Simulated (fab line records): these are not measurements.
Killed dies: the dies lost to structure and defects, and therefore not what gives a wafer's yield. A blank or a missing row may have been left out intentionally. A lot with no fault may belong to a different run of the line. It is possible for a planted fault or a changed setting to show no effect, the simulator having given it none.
The tool behind it: which one? + flow nand harc + Sampling: 13 lots, 39 wafers, 5 of 1302 route steps

## WHAT EACH GAUGE READ, for each wafer
NHARC_THIN_TSV_CD_MEAS_33: target cd 5000 nm. Usual: cd nm reads 5000.7 nm (standard deviation 1.6).
| lot  | measured     | on        | cd nm (nm)           | flag |
|------|--------------|-----------|----------------------|------|
| L427 | day 24 07:43 | cd sem-01 | 5001.4 5000.7 5000.4 |      |
| L429 | day 25 00:03 | cd sem-03 | 5002.7 4999.6 5000.3 |      |
| L430 | day 25 01:07 | cd sem-01 | 5000.7 5003.7 5002.1 |      |
| L428 | day 25 06:04 | cd sem-03 | 5001.6 5001.9 5002.4 |      |
| L431 | day 25 19:08 | cd sem-01 | 5001.6 5001.5 5001.0 |      |
| L434 | day 26 20:53 | cd sem-02 | 5001.6 5002.0 4998.0 |      |
| L441 | day 30 14:39 | cd sem-01 | 5000.9 5001.8 4997.9 |      |
| L442 | day 31 01:38 | cd sem-01 | 5001.8 5001.6 4999.3 |      |
| L443 | day 31 11:53 | cd sem-02 | 5001.1 5000.3 5001.5 |      |
| L446 | day 32 23:59 | cd sem-03 | 4997.8 5000.9 4998.8 |      |
| L447 | day 33 05:28 | cd sem-03 | 5001.9 4999.4 5001.0 |      |
| L449 | day 33 17:55 | cd sem-01 | 5002.9 5000.3 5001.1 |      |
| L448 | day 34 12:27 | cd sem-03 | 4999.5 5002.5 5000.6 |      |

NHARC_END_SORT_01. Usual: killed at array 51, standard deviation 18; killed at other 1.0, standard deviation 1.2; killed at periphery 3.7, standard deviation 2.9; killed dies 55, standard deviation 19; killed open 3.5, standard deviation 1.9; killed short 2.6, standard deviation 1.6.
| lot  | measured     | on        | killed at array | killed at other | killed at periphery | killed dies | killed open | killed short | flag |
|------|--------------|-----------|-----------------|-----------------|---------------------|-------------|-------------|--------------|------|
| L441 | day 31 02:05 | prober-02 | 73 73 49        | 2 1 0           | 8 8 10              | 83 82 59    | 3 1 5       | 3 2 3        |      |
| L442 | day 31 10:37 | prober-01 | 116 154 136     | 2 1 1           | 7 5 5               | 125 160 142 | 4 5 2       | 6 2 3        | OFF  |
| L443 | day 31 19:50 | prober-01 | 132 131 133     | 0 0 0           | 1 3 2               | 133 134 135 | 1 3 0       | 1 2 0        | OFF  |

## TOOL THAT RAN EACH LOT (tool first, then ch and the chambers of the sampled wafers, then the start)
| lot  | NHARC_A_CONTACT_ETCH_126             | NHARC_THIN_TSV_ANNEAL_52         | NHARC_THIN_TSV_DEGAS_53      |
|------|--------------------------------------|----------------------------------|------------------------------|
| L427 | har cap etch-03 ch 0,1, day 22 08:43 | rtp anneal-02 ch 0, day 24 06:00 | pvd sputter-02, day 24 06:42 |
| L429 | har cap etch-02 ch 0,1, day 23 00:38 | rtp anneal-01 ch 0, day 24 22:08 | pvd sputter-02, day 24 22:54 |
| L430 | har cap etch-03 ch 1, day 23 01:50   | rtp anneal-02 ch 0, day 24 23:18 | pvd sputter-01, day 25 00:07 |
| L428 | har cap etch-03 ch 0,1, day 23 06:54 | rtp anneal-01 ch 0, day 25 04:14 | pvd sputter-03, day 25 04:57 |
| L431 | har cap etch-02 ch 0,1, day 23 15:56 | rtp anneal-02 ch 0, day 25 17:15 | pvd sputter-01, day 25 18:02 |
| L434 | har cap etch-01 ch 0,1, day 24 20:50 | rtp anneal-01 ch 0, day 26 18:58 | pvd sputter-01, day 26 19:46 |
| L441 | har cap etch-02 ch 0,1, day 28 13:13 | rtp anneal-02 ch 0, day 30 12:59 | pvd sputter-02, day 30 13:38 |
| L442 | har cap etch-01 ch 0,1, day 28 19:41 | rtp anneal-02 ch 0, day 30 23:40 | pvd sputter-03, day 31 00:29 |
| L443 | har cap etch-01 ch 0,1, day 29 11:46 | rtp anneal-02 ch 0, day 31 09:57 | pvd sputter-02, day 31 10:46 |
| L446 | har cap etch-03 ch 0,1, day 30 19:46 | rtp anneal-01 ch 0, day 32 22:11 | pvd sputter-03, day 32 22:50 |
| L447 | har cap etch-03 ch 0, day 31 05:19   | rtp anneal-01 ch 0, day 33 03:34 | pvd sputter-01, day 33 04:19 |
| L449 | har cap etch-03 ch 0,1, day 31 15:53 | rtp anneal-02 ch 0, day 33 16:04 | pvd sputter-02, day 33 16:46 |
| L448 | har cap etch-01 ch 0,1, day 32 07:59 | rtp anneal-02 ch 0, day 34 10:44 | pvd sputter-02, day 34 11:26 |
- NHARC_A_CONTACT_ETCH_126: etches the open film in C4F8/O2/Ar, time 197 s, target depth 1918 nm.
- NHARC_THIN_TSV_ANNEAL_52: time 90 s.
- NHARC_THIN_TSV_DEGAS_53: time 60 s.

## WHAT THE TOOLS THEMSELVES READ (means of the sampled wafers that have a number; where no wafer has one, the mark that the record gives instead)
NHARC_A_CONTACT_ETCH_126. Usual: chamber pressure mTorr reads 20.001 mTorr (standard deviation 0.017).
| lot  | tool            | chamber pressure mTorr (mTorr) | flag |
|------|-----------------|--------------------------------|------|
| L427 | har cap etch-03 | 19.988                         |      |
| L429 | har cap etch-02 | 19.982                         |      |
| L430 | har cap etch-03 | 20.002                         |      |
| L428 | har cap etch-03 | 20.020                         |      |
| L431 | har cap etch-02 | 19.994                         |      |
| L434 | har cap etch-01 | 20.008                         |      |
| L441 | har cap etch-02 | 19.986                         |      |
| L442 | har cap etch-01 | 20.004                         |      |
| L443 | har cap etch-01 | 20.002                         |      |
| L446 | har cap etch-03 | 19.997                         |      |
| L447 | har cap etch-03 | 20.019                         |      |
| L449 | har cap etch-03 | 20.009                         |      |
| L448 | har cap etch-01 | 20.001                         |      |

NHARC_THIN_TSV_ANNEAL_52. Usual: wafer_temp_C_max reads 225.7 (standard deviation 0.47).
| lot  | tool          | wafer_temp_C_max | flag |
|------|---------------|------------------|------|
| L427 | rtp anneal-02 | 225.7            |      |
| L429 | rtp anneal-01 | 226.2            |      |
| L430 | rtp anneal-02 | 225.4            |      |
| L428 | rtp anneal-01 | 226.4            |      |
| L431 | rtp anneal-02 | 225.6            |      |
| L434 | rtp anneal-01 | 226.0            |      |
| L441 | rtp anneal-02 | 226.0            |      |
| L442 | rtp anneal-02 | 225.5            |      |
| L443 | rtp anneal-02 | 225.6            |      |
| L446 | rtp anneal-01 | 226.5            |      |
| L447 | rtp anneal-01 | 226.3            |      |
| L449 | rtp anneal-02 | 225.7            |      |
| L448 | rtp anneal-02 | 225.3            |      |

NHARC_THIN_TSV_DEGAS_53. Usual: heater power w 464 W, standard deviation 65; susceptor temp C 300.00 C, standard deviation 0.18.
| lot  | tool           | heater power w (W) | susceptor temp C (C) | flag |
|------|----------------|--------------------|----------------------|------|
| L427 | pvd sputter-02 | 438                | 299.99               |      |
| L429 | pvd sputter-02 | 454                | 300.17               |      |
| L430 | pvd sputter-01 | 475                | 299.81               |      |
| L428 | pvd sputter-03 | 489                | 300.18               |      |
| L431 | pvd sputter-01 | 419                | 299.97               |      |
| L434 | pvd sputter-01 | 419                | -                    | OFF  |
| L441 | pvd sputter-02 | 410                | 300.10               |      |
| L442 | pvd sputter-03 | 515                | -                    | OFF  |
| L443 | pvd sputter-02 | 431                | 299.87               |      |
| L446 | pvd sputter-03 | 498                | 299.99               |      |
| L447 | pvd sputter-01 | 400                | 299.96               |      |
| L449 | pvd sputter-02 | 450                | -                    | OFF  |
| L448 | pvd sputter-02 | 428                | 300.10               |      |

## THE ANSWER, worked out from the rows above alone
Rule: lot off if the mean of its wafers having a number is beyond 3 standard deviations from the usual mean. Also off: a lot with no number at a reading for which 4 or more lots have one. All remaining lots with rows at the step are treated as sound. First the gauges in route order, then the tools' own readings, where a lot's mean is used as printed above. The first step at which some lot is off is used, and at that step the reading that is off furthest; a lot without a number counts as furthest.
Off, at NHARC_END_SORT_01 on killed at array: L442, L443. Neither off nor sound, because the step has no rows for them: L427, L429, L430, L428, L431, L434, L446, L447, L449, L448.
A tool fits if, at a process step before that reading, it ran every lot that is off, and no sound lot after the first of them. The gauges at NHARC_END_SORT_01 are tried like those tools. Can't be told from this: 3 tools fit, har cap etch-01 at NHARC_A_CONTACT_ETCH_126, rtp anneal-02 at NHARC_THIN_TSV_ANNEAL_52, prober-01 at NHARC_END_SORT_01.

## WHAT THE SIMULATOR PUT IN
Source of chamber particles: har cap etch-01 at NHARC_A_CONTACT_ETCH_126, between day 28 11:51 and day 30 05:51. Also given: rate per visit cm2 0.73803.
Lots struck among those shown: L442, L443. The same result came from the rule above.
